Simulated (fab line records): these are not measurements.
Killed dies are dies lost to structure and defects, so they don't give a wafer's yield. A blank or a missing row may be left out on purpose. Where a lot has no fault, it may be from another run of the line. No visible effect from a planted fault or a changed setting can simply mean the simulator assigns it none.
Which tool was responsible? | flow n5-finfet | 9 lots, 26 wafers sampled, at 6 steps of a route of 1938

== WHAT THE GAUGES SHOWED, per wafer ==
N5_BEOL_M0_SAQP_CD_MEAS_40 targets a cd of 30 nm.
lot  | measured     | on        | cd-nm (nm)
L478 | day 6 02:42  | cd-sem-02 | 30.14 30.13 30.54
L482 | day 6 23:20  | cd-sem-02 | 30.19 29.55 29.92
L486 | day 7 22:31  | cd-sem-03 | 30.36 29.81 29.98
L489 | day 8 17:16  | cd-sem-02 | 29.89 30.22
L492 | day 9 13:03  | cd-sem-01 | 30.33 30.02 30.25
L495 | day 10 09:16 | cd-sem-02 | 30.07 29.90 29.91
L496 | day 10 10:31 | cd-sem-02 | 25.12 30.01 25.13
L497 | day 10 19:48 | cd-sem-01 | 29.70 29.94 29.56
L498 | day 10 23:38 | cd-sem-01 | 30.34 29.94 25.48

N5_BEOL_M4_RC_MEAS_101.
lot  | measured     | on        | DIBL_N (mV/V)  | DIBL_P (mV/V)  | IOFF_N (nA/um) | IOFF_P (nA/um) | ION_N (uA/um) | ION_P (uA/um) | SS_N (mV/dec)  | SS_P (mV/dec)  | VT_N (mV)   | VT_P (mV)
L478 | day 9 15:42  | prober-02 | 33.4 30.8 33.7 | 33.8 32.2 34.7 | 0.13 0.10 0.14 | 0.17 0.16 0.19 | 678 659 679   | 460 462 465   | 70.8 70.2 70.8 | 72.1 72.1 72.4 | 252 257 249 | -251 -254 -253
L482 | day 10 20:53 | prober-02 | 37.0 36.6 34.1 | 39.5 38.0 35.2 | 0.18 0.17 0.13 | 0.26 0.23 0.19 | 667 674 660   | 465 460 463   | 72.0 71.6 71.6 | 74.1 74.1 72.9 | 252 248 254 | -250 -251 -254
L486 | day 11 21:04 | prober-02 | 40.6 37.0 39.7 | 41.8 38.9 41.3 | 0.22 0.14 0.20 | 0.27 0.20 0.24 | 697 661 671   | 467 457 457   | 72.3 71.7 72.9 | 74.2 73.3 74.5 | 246 254 247 | -247 -249 -249
L489 | day 12 07:36 | prober-02 | 37.4 40.8      | 37.5 40.8      | 0.16 0.24      | 0.22 0.28      | 669 692       | 457 470       | 71.3 72.7      | 73.8 74.1      | 252 244     | -249 -248
L492 | day 13 11:36 | prober-02 | 35.1 35.3 35.8 | 36.3 35.5 37.0 | 0.15 0.15 0.16 | 0.22 0.19 0.23 | 664 677 677   | 461 457 463   | 71.1 70.9 71.8 | 73.1 73.1 73.0 | 248 251 250 | -250 -252 -248
L495 | day 13 16:46 | prober-01 | 40.9 38.3 38.9 | 41.1 37.2 38.2 | 0.26 0.18 0.20 | 0.30 0.23 0.24 | 700 689 691   | 476 466 462   | 72.6 71.8 71.8 | 75.2 73.6 74.7 | 243 249 249 | -247 -251 -249
L496 | day 14 10:21 | prober-02 | 33.6           | 33.7           | 0.11           | 0.16           | 645           | 447           | 70.1           | 71.8           | 254         | -254
L497 | day 14 04:13 | prober-01 | 36.3 36.5 39.1 | 35.8 36.5 39.1 | 0.16 0.16 0.21 | 0.18 0.19 0.23 | 681 684 696   | 460 460 462   | 71.5 71.9 71.9 | 72.7 73.1 73.3 | 248 253 245 | -254 -252 -251
L498 | day 14 21:56 | prober-02 | 36.0 39.7      | 34.2 38.0      | 0.14 0.20      | 0.21 0.28      | 677 687       | 467 476       | 71.6 71.6      | 73.0 73.2      | 251 247     | -244 -243

== WHAT TOOL EACH LOT RAN ON (gives the tool, then ch and the chambers of the sampled wafers, and finally the start) ==
lot  | N5_BEOL_M0_SAQP_ETCH_101           | N5_BEOL_M0_SAQP_ETCH_107           | N5_BEOL_M0_SAQP_RECESS_109         | N5_BEOL_M0_SAQP_EXPOSE_37
L478 | rie-diel-01 ch 0,2,3, day 5 23:46  | rie-diel-02 ch 0,1,3, day 6 00:43  | vapor-etch-01 ch 0,1, day 6 00:49  | euv-scanner-02 ch 0, day 6 02:34
L482 | rie-diel-02 ch 0,2,3, day 6 20:11  | rie-diel-02 ch 0,3, day 6 22:02    | vapor-etch-02 ch 0,1, day 6 22:08  | euv-scanner-01 ch 0, day 6 23:12
L486 | rie-diel-01 ch 0,1,2, day 7 20:22  | rie-diel-05 ch 0,1,2, day 7 21:05  | vapor-etch-01 ch 0,1, day 7 21:11  | euv-scanner-02 ch 0, day 7 22:23
L489 | rie-diel-05 ch 0,1, day 8 15:14    | rie-diel-02 ch 1,3, day 8 15:59    | vapor-etch-02 ch 0, day 8 16:07    | euv-scanner-02 ch 0, day 8 17:09
L492 | rie-diel-02 ch 0,2,3, day 9 10:28  | rie-diel-02 ch 1,3, day 9 11:38    | vapor-etch-02 ch 1, day 9 11:44    | euv-scanner-01 ch 0, day 9 12:55
L495 | rie-diel-05 ch 0,1,2, day 10 06:26 | rie-diel-02 ch 1,3, day 10 07:16   | vapor-etch-02 ch 0,1, day 10 07:22 | euv-scanner-01 ch 0, day 10 09:08
L496 | rie-diel-02 ch 1,2,3, day 10 08:22 | rie-diel-02 ch 0,1,2, day 10 09:05 | vapor-etch-01 ch 0,1, day 10 09:11 | euv-scanner-02 ch 0, day 10 10:22
L497 | rie-diel-01 ch 1,2,3, day 10 17:38 | rie-diel-02 ch 0,1,3, day 10 18:22 | vapor-etch-02 ch 0,1, day 10 18:31 | euv-scanner-01 ch 0, day 10 19:41
L498 | rie-diel-02 ch 1,3, day 10 21:19   | rie-diel-05 ch 0,1, day 10 22:08   | vapor-etch-01 ch 0,1, day 10 22:14 | euv-scanner-02 ch 0, day 10 23:30
- N5_BEOL_M0_SAQP_ETCH_101: etches SiNx in CH3F/O2, target depth 29.9 nm, time 42.7 s.
- N5_BEOL_M0_SAQP_ETCH_107: etches SiNx in CH3F/O2, target depth 30 nm.
- N5_BEOL_M0_SAQP_RECESS_109: chemistry HF/NH3, target SiO2, target depth 3 nm, afs cycles 1, sublimation time 60 s.
- N5_BEOL_M0_SAQP_EXPOSE_37: exposes mask M0 CUT1, target cd 30 nm.

== WHAT THE TOOLS THEMSELVES READ (means of the sampled wafers that have a number; where no wafer has one, the mark that the record gives instead) ==
N5_BEOL_M0_SAQP_ETCH_101.
lot  | tool        | drypump-motor-current-A (A) | oes-product-au (a.u.) | rf-vpp-V (V) | showerhead-plenum-p-Torr (Torr) | throttle-valve-pct (%)
L478 | rie-diel-01 | 6.0                         | 0.83                  | 301          | 1.99                            | 16.48
L482 | rie-diel-02 | 6.0                         | 0.79                  | 296          | 2.06                            | 16.38
L486 | rie-diel-01 | 6.0                         | 0.75                  | 296          | 1.99                            | 16.66
L489 | rie-diel-05 | 6.1                         | 0.73                  | 304          | 2.02                            | 16.45
L492 | rie-diel-02 | 6.0                         | 0.77                  | 296          | 2.05                            | 16.41
L495 | rie-diel-05 | 5.7                         | 0.72                  | 300          | 1.99                            | 16.42
L496 | rie-diel-02 | 6.0                         | 0.83                  | 298          | 2.05                            | 16.23
L497 | rie-diel-01 | 5.9                         | 0.92                  | 295          | 2.07                            | 16.29
L498 | rie-diel-02 | 5.9                         | 0.90                  | 298          | 2.08                            | 16.20

N5_BEOL_M0_SAQP_ETCH_107.
lot  | tool        | drypump-motor-current-A (A) | oes-product-au (a.u.) | rf-vpp-V (V) | showerhead-plenum-p-Torr (Torr) | throttle-valve-pct (%)
L478 | rie-diel-02 | 5.8                         | 0.79                  | 298          | 2.09                            | 16.46
L482 | rie-diel-02 | 5.7                         | 0.81                  | 297          | 2.09                            | 16.54
L486 | rie-diel-05 | 5.7                         | 0.74                  | 300          | 2.00                            | 16.39
L489 | rie-diel-02 | 6.0                         | 0.93                  | 296          | 2.09                            | 16.16
L492 | rie-diel-02 | 5.9                         | 0.91                  | 298          | 2.08                            | 16.18
L495 | rie-diel-02 | 6.1                         | 0.89                  | 295          | 2.09                            | 16.19
L496 | rie-diel-02 | 5.8                         | 0.77                  | 300          | 2.03                            | 16.42
L497 | rie-diel-02 | 5.8                         | 0.84                  | 297          | 2.08                            | 16.38
L498 | rie-diel-05 | 6.0                         | 0.72                  | 304          | 2.01                            | 16.43

N5_BEOL_M0_SAQP_RECESS_109.
lot  | tool          | drypump-motor-current-A (A)
L478 | vapor-etch-01 | 5.6
L482 | vapor-etch-02 | 5.4
L486 | vapor-etch-01 | 5.5
L489 | vapor-etch-02 | 5.2
L492 | vapor-etch-02 | 5.9
L495 | vapor-etch-02 | 5.4
L496 | vapor-etch-01 | 5.7
L497 | vapor-etch-02 | 5.4
L498 | vapor-etch-01 | 5.7

N5_BEOL_M0_SAQP_EXPOSE_37.
lot  | tool           | exposure-dose-mJ-cm2
L478 | euv-scanner-02 | 44.66
L482 | euv-scanner-01 | 44.84
L486 | euv-scanner-02 | 44.63
L489 | euv-scanner-02 | 44.56
L492 | euv-scanner-01 | 44.76
L495 | euv-scanner-01 | 44.78
L496 | euv-scanner-02 | 44.68
L497 | euv-scanner-01 | 44.78
L498 | euv-scanner-02 | 44.59

== THE ANSWER, worked out from the rows above alone ==
Rule: the lots themselves supply what counts as usual. Put in order of their means at a reading, lots are off if they are a third of the lots or fewer, leave a main group of 4 or more, and stand apart from it by a gap of 3 or more times the standard deviation of the main group's means; of several such gaps the widest counts. A main group is skipped when, at the precision printed for the reading in the tables above, its means are all equal. Also off: a lot with no number at a reading for which 4 or more lots have one. Where the step has rows for the other lots, those lots are counted as sound. After the gauges, taken in route order, come the tools' own readings; for these a lot's mean is taken, as printed above. At the first step where some lot is off, the reading lying furthest off is the one used; lots without a number count as furthest.
Off, at N5_BEOL_M0_SAQP_CD_MEAS_40 on cd-nm: L496, L498. Mean 30.02 nm and standard deviation 0.17 in the main group.
A tool fits if, at a process step before that reading, it ran every lot that is off, and no sound lot after the first of them. Not tried: the gauges at N5_BEOL_M0_SAQP_CD_MEAS_40; whatever is off there is also off at N5_BEOL_M0_SAQP_ETCH_107, on other tools, and gauge error can't account for it. Can't be told from this: 3 tools fit, rie-diel-02 at N5_BEOL_M0_SAQP_ETCH_101, vapor-etch-01 at N5_BEOL_M0_SAQP_RECESS_109, euv-scanner-02 at N5_BEOL_M0_SAQP_EXPOSE_37.

== WHAT THE SIMULATOR PUT IN ==
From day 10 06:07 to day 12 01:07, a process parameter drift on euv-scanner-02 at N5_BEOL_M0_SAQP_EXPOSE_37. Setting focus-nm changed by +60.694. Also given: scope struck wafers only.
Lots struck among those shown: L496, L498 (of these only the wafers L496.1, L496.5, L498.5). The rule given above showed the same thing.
